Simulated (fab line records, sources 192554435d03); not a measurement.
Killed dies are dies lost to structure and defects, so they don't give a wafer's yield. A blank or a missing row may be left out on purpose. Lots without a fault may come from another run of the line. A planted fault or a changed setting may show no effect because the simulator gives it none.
One fault seen from 2 desks | flow n5_finfet | each desk has only its own numbers; what lay behind them comes last

THE TOOL OWNER'S DESK: litho_track-03
The tool's own readings at N5_SD_EPI_N_COAT_32 (time 60 s, resist thk 350 nm): means of the sampled wafers that have a number, for each lot that ran on this tool. A lot is out of limits, marked OUT, if its mean lies more than 4 standard deviations from the usual mean; the brackets give that distance.
Columns: A = heater_power_total_W at N5_SD_EPI_N_COAT_32, usual 500.5 W; B = run_length_s at N5_SD_EPI_N_COAT_32, usual 66.23 s
lot  | first seen here | A               | B
L645 | day 4 01:19     | 502.6           | 66.24
L655 | day 6 11:49     | 656.7 (+87) OUT | 44.29 (-99 or more) OUT
L656 | day 6 14:49     | 658.5 (+88) OUT | 44.40 (-99 or more) OUT
This desk's finding: out of limits on L655, L656; first on L655, day 6 11:49 (heater_power_total_W at N5_SD_EPI_N_COAT_32). In limits: L645.

THE DEFECT DESK
What the inspections along the route counted, lot by lot: means of the sampled wafers that have a number. A lot is out of limits, marked OUT, if its mean lies more than 4 standard deviations from the usual mean; the brackets give that distance.
Columns: A = raw_defect_count at N5_DUMMY_GATE_INSPECT_27, usual 298; B = raw_defect_count at N5_SPACER0_INSPECT_04, usual 137
lot  | first seen here | A   | B
L646 | day 3 23:50     | 276 | 132
L645 | day 4 00:41     | 220 | 113
L655 | day 6 11:11     | 231 | 115
L656 | day 6 14:11     | 311 | 132
L661 | day 7 19:07     | 303 | 133
L663 | day 8 06:32     | 284 | 115
This desk's finding: nothing out of limits on any of the 6 lots.

PUT TOGETHER
The tool owner's desk could have raised an alarm at day 6 11:49, on L655, L656.
The defect desk saw nothing out of limits.
The defect desk has L655, L656 on record, within its limits.
Of the lots named, all ran N5_SD_EPI_N_COAT_32 on litho_track-03.

WHAT THE SIMULATOR HAD PUT IN
Process parameter drift: litho_track-03, from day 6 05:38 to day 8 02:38, at N5_SD_EPI_N_COAT_32. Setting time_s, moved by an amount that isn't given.
Lots struck among those shown: L655, L656.
Hours from the fault's start to each desk's first reading out of limits: the tool owner's desk, 6.
